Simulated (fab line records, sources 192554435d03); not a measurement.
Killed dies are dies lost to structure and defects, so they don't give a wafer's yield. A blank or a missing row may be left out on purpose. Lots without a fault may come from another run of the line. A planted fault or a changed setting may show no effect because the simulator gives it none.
Split-lot experiment | flow n5_finfet | 7 lots, 21 wafers read, on a route of 1938 steps

THE SPLIT
At N5_SDB_COAT_05 (resist thk 90 nm), the setting spin_rpm was moved away from the recipe's 1500 rpm on 8 of the 21 wafers read, by -10.1% to +7.5%. The other wafers ran this setting at the recipe's value.

FROM THE SPLIT TO THE READING: what the file shows between them, 5 steps
- N5_SDB_EBR_07
- N5_SDB_SOFTBAKE_06: time 60 s
- N5_SDB_EXPOSE_08: exposes mask SDB
- N5_SDB_PEB_09: peb time 60 s
- N5_SDB_DEVELOP_10: develop time 30 s

THE READING
CAR-ArF_of_SDB_COAT_05.thk_nm (the simulator's own value, which no gauge read), in nm, at N5_SDB_DESCUM_16 (chemistry O2, time 7.9 s). The file gives no usual value for it. The 13 wafers here that ran the recipe average 83.3 nm, standard deviation 0.19 nm.

wafer  | tool, chamber at the split | spin_rpm as run, rpm | against the recipe | CAR-ArF_of_SDB_COAT_05.thk_nm, nm | against lot-mates on the recipe
L075.1 | litho_track-02, 0          | 1500                 | recipe             | 83.6                              | -
L075.3 | litho_track-02, 0          | 1500                 | recipe             | 83.2                              | -
L075.4 | litho_track-02, 0          | 1500                 | recipe             | 83.4                              | -
L077.2 | litho_track-05, 0          | 1500                 | recipe             | 83.6                              | -
L077.3 | litho_track-05, 0          | 1500                 | recipe             | 83.4                              | -
L077.4 | litho_track-05, 0          | 1500                 | recipe             | 83.2                              | -
L078.2 | litho_track-02, 0          | 1577                 | +5.1%              | 80.6                              | no lot-mate on the recipe
L078.4 | litho_track-02, 0          | 1577                 | +5.1%              | 80.8                              | no lot-mate on the recipe
L078.5 | litho_track-02, 0          | 1577                 | +5.1%              | 81                                | no lot-mate on the recipe
L079.3 | litho_track-02, 0          | 1500                 | recipe             | 83.4                              | -
L079.4 | litho_track-02, 0          | 1349                 | -10.1%             | 88.2                              | +4.9
L079.6 | litho_track-02, 0          | 1500                 | recipe             | 83.2                              | -
L081.3 | litho_track-02, 0          | 1500                 | recipe             | 83.2                              | -
L081.4 | litho_track-02, 0          | 1395                 | -7.0%              | 86.6                              | +3.5
L081.6 | litho_track-02, 0          | 1500                 | recipe             | 83                                | -
L082.2 | litho_track-02, 0          | 1500                 | recipe             | 83                                | -
L082.4 | litho_track-02, 0          | 1500                 | recipe             | 83.4                              | -
L082.5 | litho_track-02, 0          | 1553                 | +3.5%              | 81.4                              | -1.8
L088.3 | litho_track-02, 0          | 1612                 | +7.5%              | 80                                | -3.2
L088.6 | litho_track-02, 0          | 1612                 | +7.5%              | 80                                | -3.2
L088.5 | litho_track-02, 0          | 1500                 | recipe             | 83.2                              | -

THE FIT
A straight line over all 21 wafers: CAR-ArF_of_SDB_COAT_05.thk_nm changes by -0.472 nm for each +1% of spin_rpm; r = -1.00; the points scatter about the line by 0.2 nm.
The same after taking each lot's own level away (the mean of its wafers on the recipe; 18 wafers): -0.467 nm for each +1%; r = -1.00; scatter 0.18 nm.
On that fit, the largest move of spin_rpm shifts the reading by 4.7 nm.
The lots' own levels span 83.10 to 83.40 nm, that is 1.6 times the standard deviation above.
So the lot-to-lot level changes the slope little: the two slopes agree.
Check: with one of the wafers moved furthest among these (-10.1%) left out of the fit, the line predicts +4.63 nm for it against its lot-mates. It came out at +4.9 nm against them.

OTHER SPLITS ON THESE WAFERS
These wafers also went through other splits before the reading. Each is held against what the fit with the lots' levels taken away leaves over:
other split on the same wafers        | wafers away from the commonest value | r with CAR-ArF_of_SDB_COAT_05.thk_nm (lot level and that fit taken away)
N5_WELL_APT_EXPOSE_05 dose_mj         | 10                                   | +0.10
N5_FIN_SAQP_SPACER1_ALD_24 ald_cycles | 7                                    | +0.06
N5_DUMMY_GATE_COAT_28 spin_rpm        | 9                                    | -0.14
N5_DUMMY_GATE_EXPOSE_12 dose_mj       | 4                                    | -0.47
N5_SD_EPI_P_EPI_21 epi_growth_time_s  | 6                                    | -0.25

THE WHOLE CHAIN: every reading that the file lists as answering this split, in the file's order
step              | what it does             | reading                                                                        | change (the file's fit)               | r (the file's)
N5_SDB_COAT_05    | resist thk 90 nm         | CAR-ArF_of_SDB_COAT_05.thk_nm (the simulator's own value, which no gauge read) | -0.472 nm for each +1% of the setting | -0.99
N5_SDB_DEVELOP_10 | develop time 30 s        | CAR-ArF_of_SDB_COAT_05.thk_nm (the simulator's own value, which no gauge read) | -0.464 nm for each +1% of the setting | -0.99
N5_SDB_DESCUM_16  | chemistry O2, time 7.9 s | CAR-ArF_of_SDB_COAT_05.thk_nm (the simulator's own value, which no gauge read) | -0.476 nm for each +1% of the setting | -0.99

THE FILE'S OWN FIT
CAR-ArF_of_SDB_COAT_05.thk_nm changes by -0.476 nm for each +1% of spin_rpm, r = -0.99.
